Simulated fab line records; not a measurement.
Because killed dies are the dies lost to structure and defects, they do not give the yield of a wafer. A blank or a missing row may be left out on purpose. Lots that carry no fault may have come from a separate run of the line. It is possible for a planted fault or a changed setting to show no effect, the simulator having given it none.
Chamber matching | flow n5_finfet | N5_BEOL_M8_ETCH_66 on rie_diel-05: 4 sister chambers
The step etches SOC in N2/H2, target depth 80 nm, overetch 16 nm, time 120 s. 4 wafers are shown with their chamber, then 7 later ones without.

## EACH WAFER AND ITS CHAMBER
wafer  | chamber | showerhead_plenum_p_Torr (Torr)
L082.2 | 1       | 2.42
L087.1 | 3       | 2.70
L089.3 | 2       | 2.62
L089.4 | 0       | 2.56

## WAFERS WITH NO CHAMBER GIVEN
wafer  | showerhead_plenum_p_Torr (Torr)
L089.5 | 2.70
L093.1 | 2.56
L093.2 | 2.69
L093.3 | 2.62
L096.1 | 2.69
L096.2 | 2.61
L096.4 | 2.55

## CHAMBER TAKEN BY EACH
wafer  | from the rows above | in truth
L089.5 | 3                   | 3
L093.1 | 0                   | 0
L093.2 | 3                   | 3
L093.3 | 2                   | 2
L096.1 | 3                   | 3
L096.2 | 2                   | 2
L096.4 | 0                   | 0
Placed correctly: 7 of 7. Number that these rows cannot place: 0. 0 placed wrongly.
How it was worked out, from the rows above alone: a wafer's distance from a chamber is the root of the sum, over the readings, of the square of ((its reading less the chamber's mean) divided by the reading's scatter). If the next closest chamber is less than 2 further off than the closest, the wafer can't be placed; otherwise it belongs to the closest. For every chamber, the mean is computed from those of its wafers that are shown. The scatter (one wafer shown for each chamber): square how far every hidden wafer sits from the nearest shown wafer, average those squares and take the square root.
